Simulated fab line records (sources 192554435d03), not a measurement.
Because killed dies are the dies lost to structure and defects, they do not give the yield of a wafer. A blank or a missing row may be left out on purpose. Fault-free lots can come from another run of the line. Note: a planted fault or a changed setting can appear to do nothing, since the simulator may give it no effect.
A struck lot beside a sound one | flow n5_finfet | 14 steps out of a route of 1938
Sound: wafers L549.3, L549.4, L549.6. Struck: wafers L548.1, L548.3, L548.6. The cause comes at the end.
For every step that has rows: the tool of each side, followed by ch and its chambers, followed by its first start. Under that, the readings that differ: sound wafers | struck wafers | difference of the means | sigmas: that difference in standard deviations of wafers without a fault.
alike: same words and numbers on both sides, and readings whose means sit less than 2 such deviations apart. not compared: any withheld reading, any reading some wafer has no value for, any bound like >300 that may hide the same value, and any number with overlapping values for which the record gives no deviation.
The two part at a step that has a row with sigmas, a row that says differs or no value, or rows on one side only. Non-overlapping numbers with no deviation appear without sigmas and do not part them. A reading that every wafer of one side lacks parts them only if that side has two wafers or more.

first, 1 step without rows for these wafers: N5_BEOL_M9_STRIP_68 (strips in N2/H2).
N5_BEOL_M9_STRIP_67: strips in CF4.
  sound on rie_diel-03 ch 2,3, day 15 03:37; struck on rie_diel-05 ch 0,2, day 15 04:11
  alike: drypump_motor_current_A, oes_product_au, rf_vpp_V, showerhead_plenum_p_Torr, throttle_valve_pct
  not compared: rf_hours_counter_h
N5_BEOL_M9_HM_OPEN_17: chemistry Cl2/BCl3, target TiN, target depth 20 nm, overetch 6 nm.
  sound on rie_metal-03 ch 0,1, day 15 03:41; struck on rie_metal-03 ch 1, day 15 04:14
  alike: drypump_motor_current_A, oes_product_au, throttle_valve_pct
  not compared: rf_hours_counter_h
N5_BEOL_M9_STRIP_19: strips in O2.
  sound on rie_diel-05 ch 1,3, day 15 03:55; struck on rie_diel-01 ch 0,1,3, day 15 04:23
  reading                | sound             | struck            | difference | sigmas
  throttle_valve_pct (%) | 17.23 17.01 17.23 | 16.77 16.37 16.70 | -0.54      | -2
  alike: drypump_motor_current_A, o2_flow_sccm, oes_product_au, rf_vpp_V, showerhead_plenum_p_Torr
  not compared: rf_hours_counter_h
N5_BEOL_M9_CD_MEAS_18: pitch 140 nm, target cd 70 nm.
  struck on cd_sem-01, day 15 04:28; sound on cd_sem-02, day 15 04:00
  alike: cd_nm
then, 7 steps without rows for these wafers: N5_BEOL_M9_COAT_63 (time 60 s, resist thk 60 nm); N5_BEOL_M9_COAT_64 (time 60 s, resist thk 12 nm); N5_BEOL_M9_COAT_75 (time 60 s, resist thk 5 nm); N5_BEOL_M9_COAT_22 (resist thk 30 nm); N5_BEOL_M9_EBR_24; N5_BEOL_M9_SOFTBAKE_23 (time 60 s); N5_BEOL_M9_EXPOSE_25 (exposes mask V8).
N5_BEOL_M9_PEB_26: peb time 60 s.
  struck on litho_track-01, day 15 05:51; sound on litho_track-03 ch 0, day 15 05:54
  no value came back on the struck wafers for chill_plate_temp_C (C), exhaust_pa (Pa); on the sound wafers chill_plate_temp_C (C) reads 23.01 23.06 23.06
then, 1 step without rows for these wafers: N5_BEOL_M9_DEVELOP_27 (develop time 30 s).

## WHERE THEY PART
Earliest at N5_BEOL_M9_STRIP_19; latest, in this record, at N5_BEOL_M9_PEB_26.

WHY: what had been put in by the simulator
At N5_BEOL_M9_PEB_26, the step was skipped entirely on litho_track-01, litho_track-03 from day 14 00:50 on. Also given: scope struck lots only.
